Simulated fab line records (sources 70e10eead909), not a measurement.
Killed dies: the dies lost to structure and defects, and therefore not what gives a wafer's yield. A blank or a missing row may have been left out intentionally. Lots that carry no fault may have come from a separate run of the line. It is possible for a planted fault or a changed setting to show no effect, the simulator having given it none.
Matching of chambers || flow nand harc || pecvd-03 running NHARC_A_SGD_CUT_DEP_00: 3 sister chambers
The step deposits SiNx, target thk 50 nm. 6 wafers are shown with their chamber, then 7 later ones without.

## WAFERS, EACH WITH ITS CHAMBER
{"wafer": "L078.4", "chamber": 0, "heater power w (W)": 931, "susceptor temp C (C)": 400.03}
{"wafer": "L078.6", "chamber": 1, "heater power w (W)": 604, "susceptor temp C (C)": 399.86}
{"wafer": "L082.1", "chamber": 1, "heater power w (W)": 605, "susceptor temp C (C)": 400.18}
{"wafer": "L082.2", "chamber": 0, "heater power w (W)": 777, "susceptor temp C (C)": 400.20}
{"wafer": "L084.3", "chamber": 2, "heater power w (W)": 603, "susceptor temp C (C)": 399.77}
{"wafer": "L084.5", "chamber": 2, "heater power w (W)": 610, "susceptor temp C (C)": 399.99}

## WAFERS WHOSE CHAMBER IS MISSING
{"wafer": "L084.6", "heater power w (W)": 878, "susceptor temp C (C)": 400.29}
{"wafer": "L085.3", "heater power w (W)": 515, "susceptor temp C (C)": 399.81}
{"wafer": "L085.4", "heater power w (W)": 534, "susceptor temp C (C)": 400.06}
{"wafer": "L085.5", "heater power w (W)": 935, "susceptor temp C (C)": 400.34}
{"wafer": "L090.1", "heater power w (W)": 878, "susceptor temp C (C)": 400.06}
{"wafer": "L090.2", "heater power w (W)": 537, "susceptor temp C (C)": 399.75}
{"wafer": "L090.4", "heater power w (W)": 596, "susceptor temp C (C)": 400.05}

## WHICH CHAMBER EACH WENT THROUGH
{"wafer": "L084.6", "from the rows above": 0, "in truth": 0}
{"wafer": "L085.3", "from the rows above": "can't be placed: 2 or 1", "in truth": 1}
{"wafer": "L085.4", "from the rows above": "can't be placed: 1 or 2", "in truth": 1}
{"wafer": "L085.5", "from the rows above": 0, "in truth": 0}
{"wafer": "L090.1", "from the rows above": 0, "in truth": 0}
{"wafer": "L090.2", "from the rows above": "can't be placed: 2 or 1", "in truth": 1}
{"wafer": "L090.4", "from the rows above": "can't be placed: 1 or 2", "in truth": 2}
3 of 7 placed correctly. These rows do not allow placing 4 (true chamber among the candidates in 4). 0 placed wrongly.
How it was worked out, from the rows above alone: a wafer's distance from a chamber is the root of the sum, over the readings, of the square of ((its reading less the chamber's mean) divided by the reading's scatter). The wafer belongs to the nearest chamber; if the next one is less than 2 further off, it can't be placed. A chamber's mean is the mean of its shown wafers. How the scatter is found: for the shown wafers, subtract from each reading the mean of its chamber, square and add these, divide the total by (wafers less chambers), then take the root.
